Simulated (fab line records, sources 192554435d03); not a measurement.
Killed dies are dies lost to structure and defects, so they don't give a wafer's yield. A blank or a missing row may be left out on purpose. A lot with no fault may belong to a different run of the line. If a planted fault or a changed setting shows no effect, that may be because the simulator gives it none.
Which of the tools did it? ; flow n5-finfet ; Sampling: 9 lots, 26 wafers, 5 of 1938 route steps

WHAT EACH GAUGE READ, for each wafer
N5_BEOL_M4_RC_MEAS_101. Usual: DIBL_N 35.7 mV/V, standard deviation 1.5; DIBL_P 35.7 mV/V, standard deviation 2; IOFF_N 0.155 nA/um, standard deviation 0.026; IOFF_P 0.20 nA/um, standard deviation 0.031; ION_N 675 uA/um, standard deviation 11; ION_P 462 uA/um, standard deviation 7.1; SS_N 71.3 mV/dec, standard deviation 0.57; SS_P 73.1 mV/dec, standard deviation 0.56; VT_N 250 mV, standard deviation 3; VT_P -251 mV, standard deviation 3.
lot;measured;on;DIBL_N (mV/V);DIBL_P (mV/V);IOFF_N (nA/um);IOFF_P (nA/um);ION_N (uA/um);ION_P (uA/um);SS_N (mV/dec);SS_P (mV/dec);VT_N (mV);VT_P (mV);flag
L213;day 8 07:52;prober-02;36.7 37.2 35.3;36.3 36.8 34.4;0.153 0.171 0.142;0.21 0.23 0.18;667 673 666;459 459 461;71.6 71.7 71.2;72.7 73.6 72.6;251 250 252;-252 -249 -251;
L216;day 9 03:11;prober-01;33.4 34.5 38.2;31.3 33.0 37.4;0.106 0.128 0.184;0.17 0.19 0.25;662 681 683;458 469 470;70.5 71.2 72.4;72.4 73.6 74.7;255 252 248;-253 -251 -248;
L219;day 10 00:43;prober-01;36.2 37.4 35.3;37.5 38.2 36.8;0.178 0.200 0.169;0.24 0.24 0.22;685 684 686;470 469 475;71.6 71.5 70.8;72.9 73.6 72.9;246 245 247;-247 -246 -250;
L221;day 10 09:34;prober-01;36.5 35.9 37.2;35.5 34.9 35.3;0.148 0.127 0.156;0.22 0.20 0.22;666 666 662;462 464 453;71.8 71.2 71.4;73.4 73.2 73.3;252 252 254;-249 -250 -246;
L226;day 11 15:58;prober-02;40.4 35.7 37.5;41.2 35.2 37.8;0.250 0.151 0.180;0.28 0.19 0.21;700 672 685;466 460 466;72.0 70.9 71.6;74.0 72.9 73.3;243 250 250;-248 -254 -252;
L228;day 11 20:23;prober-02;37.2 37.9 36.4;36.8 38.4 36.6;0.162 0.173 0.152;0.21 0.23 0.21;670 679 672;459 462 456;71.5 71.5 72.0;73.0 73.5 72.5;253 250 251;-248 -249 -250;
L234;day 14 00:05;prober-02;31.0 36.2 37.6;29.9 35.2 38.5;0.093 0.162 0.201;0.14 0.20 0.26;657 678 679;459 460 464;69.6 71.8 71.5;71.6 73.4 73.3;255 248 249;-254 -250 -248;
L235;day 14 00:10;prober-01;36.4 37.0;38.0 39.4;0.163 0.172;0.20 0.22;666 676;459 464;71.1 71.1;73.1 73.1;246 249;-252 -251;
L236;day 14 08:04;prober-02;36.7 37.4 35.5;38.3 38.4 37.9;0.173 0.189 0.159;0.21 0.22 0.21;680 674 683;466 461 462;72.6 71.5 72.3;73.2 73.3 72.8;247 246 249;-251 -251 -250;

EACH LOT AND THE TOOL THAT RAN IT (in order: tool; ch and the chambers of the sampled wafers; start)
lot;N5_FIN_SAQP_STRIP_70;N5_FIN_SAQP_MANDREL2_REMOVE_60;N5_FIN_SAQP_HM_OPEN_33;N5_FIN_SAQP_HM_CD_35
L213;rie-diel-03 ch 0,1, day 2 00:57;rie-si-01 ch 1,2, day 2 01:43;rie-diel-06 ch 1,2,3, day 2 01:53;cd-sem-03, day 2 02:06
L216;rie-diel-06 ch 0,3, day 2 19:10;rie-si-06 ch 2,3, day 2 19:48;rie-diel-03 ch 0,2,3, day 2 20:05;cd-sem-01, day 2 20:18
L219;rie-diel-01 ch 0,1,2, day 3 14:29;rie-si-01 ch 0,2,3, day 3 15:11;rie-diel-01 ch 2,3, day 3 15:20;cd-sem-01, day 3 15:34
L221;rie-diel-01 ch 0,3, day 4 00:16;rie-si-06 ch 1,3, day 4 01:51;rie-diel-01 ch 0,2, day 4 02:01;cd-sem-03, day 4 02:14
L226;rie-diel-03 ch 0,3, day 5 08:08;rie-si-01 ch 1,2,3, day 5 09:19;rie-diel-01 ch 1,3, day 5 09:29;cd-sem-02, day 5 09:42
L228;rie-diel-01 ch 2,3, day 5 18:46;rie-si-06 ch 0,1,2, day 5 19:22;rie-diel-01 ch 1,2,3, day 5 19:32;cd-sem-02, day 5 19:45
L234;rie-diel-06 ch 0,1,2, day 7 07:05;rie-si-01 ch 0,1, day 7 07:42;rie-diel-03 ch 1,2,3, day 7 07:51;cd-sem-03, day 7 08:04
L235;rie-diel-06 ch 0,1, day 7 15:37;rie-si-01 ch 2,3, day 7 16:14;rie-diel-06 ch 0,1, day 7 16:37;cd-sem-02, day 7 16:49
L236;rie-diel-03 ch 0,1,2, day 7 18:17;rie-si-01 ch 0,1,3, day 7 18:54;rie-diel-03 ch 0,1,3, day 7 19:04;cd-sem-03, day 7 19:17
- N5_FIN_SAQP_STRIP_70: strips in N2/H2.
- N5_FIN_SAQP_MANDREL2_REMOVE_60: chemistry HBr/Cl2/O2, target a-Si, stops on SiNx, bt time 10 s.
- N5_FIN_SAQP_HM_OPEN_33: chemistry CH3F/O2, target SiNx, target depth 49.4 nm, time 70.6 s.
- N5_FIN_SAQP_HM_CD_35: target cd 8 nm.

WHAT THE TOOLS THEMSELVES READ (means of the sampled wafers that have a number; where no wafer has one, the mark that the record gives instead)
N5_FIN_SAQP_STRIP_70. Usual: value, then standard deviation, for each; chamber-pressure-mTorr 50.00 mTorr / 0.05; drypump-motor-current-A 5.8 A / 0.55; oes-product-au 0.78 a.u. / 0.089; power-w 500.1 W / 1.6; rf-vpp-V 122.1 V / 1.1; showerhead-plenum-p-Torr 3.42 Torr / 0.12; throttle-valve-pct 18.9 % / 0.41.
lot;tool;chamber-pressure-mTorr (mTorr);drypump-motor-current-A (A);oes-product-au (a.u.);power-w (W);rf-vpp-V (V);showerhead-plenum-p-Torr (Torr);throttle-valve-pct (%);flag
L213;rie-diel-03;50.05;5.3;0.70;499.9;122.4;3.46;18.9;
L216;rie-diel-06;49.99;5.5;0.72;500.4;120.8;3.28;18.9;
L219;rie-diel-01;50.01;5.7;0.81;500.3;122.2;3.43;18.5;
L221;rie-diel-01;50.02;6.5;0.75;500.1;122.6;3.48;18.8;
L226;rie-diel-03;50.04;5.4;0.91;498.5;122.4;3.37;18.4;
L228;rie-diel-01;50.01;6.1;0.76;500.9;122.8;3.50;18.9;
L234;rie-diel-06;50.04;6.2;0.71;500.7;121.5;3.42;19.0;
L235;rie-diel-06;50.02;6.2;0.72;500.2;121.9;3.46;18.8;
L236;rie-diel-03;49.98;5.2;0.82;499.2;122.4;3.44;19.1;

N5_FIN_SAQP_MANDREL2_REMOVE_60. Usual: chamber-pressure-mTorr 10.001 mTorr, standard deviation 0.011; drypump-motor-current-A 5.9 A, standard deviation 0.43; mfc-cl2-sccm 79.99 sccm, standard deviation 0.25; oes-product-au 0.994 a.u., standard deviation 0.017; throttle-valve-pct 36.68 %, standard deviation 0.24.
lot;tool;chamber-pressure-mTorr (mTorr);drypump-motor-current-A (A);mfc-cl2-sccm (sccm);oes-product-au (a.u.);throttle-valve-pct (%);flag
L213;rie-si-01;9.999;5.6;79.82;0.993;36.43;
L216;rie-si-06;10.002;5.6;79.97;1.008;36.71;
L219;rie-si-01;10.003;5.9;80.11;0.989;36.70;
L221;rie-si-06;9.995;5.9;80.11;1.024;36.78;
L226;rie-si-01;10.005;5.9;80.19;0.997;36.61;
L228;rie-si-06;9.997;6.0;80.00;0.992;36.49;
L234;rie-si-01;10.007;5.3;80.35;1.011;36.70;
L235;rie-si-01;10.014;6.2;79.86;0.982;36.61;
L236;rie-si-01;10.007;5.8;79.85;0.996;36.79;

N5_FIN_SAQP_HM_OPEN_33. Usual: value, then standard deviation, for each; chamber-pressure-mTorr 30.001 mTorr / 0.027; drypump-motor-current-A 5.8 A / 0.53; etch-rf-on-time-s 68.8 s / 1.7; oes-product-au 0.67 a.u. / 0.074; rf-vpp-V 297 V / 6.6; showerhead-plenum-p-Torr 2.03 Torr / 0.071; throttle-valve-pct 16.33 % / 0.16.
lot;tool;chamber-pressure-mTorr (mTorr);drypump-motor-current-A (A);etch-rf-on-time-s (s);oes-product-au (a.u.);rf-vpp-V (V);showerhead-plenum-p-Torr (Torr);throttle-valve-pct (%);flag
L213;rie-diel-06;30.000;6.1;68.8;0.63;297;1.99;16.39;
L216;rie-diel-03;29.988;5.4;68.9;0.70;296;2.02;16.41;
L219;rie-diel-01;29.987;5.6;67.6;0.75;301;2.10;16.15;
L221;rie-diel-01;29.983;5.6;68.4;0.76;300;2.12;16.07;
L226;rie-diel-01;30.016;6.3;64.1;0.63;297;2.00;16.40;
L228;rie-diel-01;29.977;5.8;64.2;0.69;296;2.03;16.29;
L234;rie-diel-03;29.977;5.5;67.8;0.68;295;2.02;16.44;
L235;rie-diel-06;29.998;6.2;70.5;0.61;307;2.07;16.42;
L236;rie-diel-03;29.989;5.5;68.5;0.69;297;2.01;16.23;

N5_FIN_SAQP_HM_CD_35. Usual: cd-nm reads 8.12 nm (standard deviation 0.24).
lot;tool;cd-nm (nm);flag
L213;cd-sem-03;8.33;
L216;cd-sem-01;7.91;
L219;cd-sem-01;8.29;
L221;cd-sem-03;8.05;
L226;cd-sem-02;8.17;
L228;cd-sem-02;7.97;
L234;cd-sem-03;7.93;
L235;cd-sem-02;8.22;
L236;cd-sem-03;8.25;

THE ANSWER, worked out from the rows above alone
Rule: take the mean of a lot's wafers that have a number; if it is more than 3 standard deviations from the usual mean, the lot is off. A lot without any number at a reading at which 4 lots or more have one is off too. Where the step has rows for the other lots, those lots are counted as sound. After the gauges, taken in route order, come the tools' own readings; for these a lot's mean is taken, as printed above. At the first step where some lot is off, the reading lying furthest off is the one used; lots without a number count as furthest.
No lot is off at any reading shown: from this, nothing can be told.

WHAT THE SIMULATOR PUT IN
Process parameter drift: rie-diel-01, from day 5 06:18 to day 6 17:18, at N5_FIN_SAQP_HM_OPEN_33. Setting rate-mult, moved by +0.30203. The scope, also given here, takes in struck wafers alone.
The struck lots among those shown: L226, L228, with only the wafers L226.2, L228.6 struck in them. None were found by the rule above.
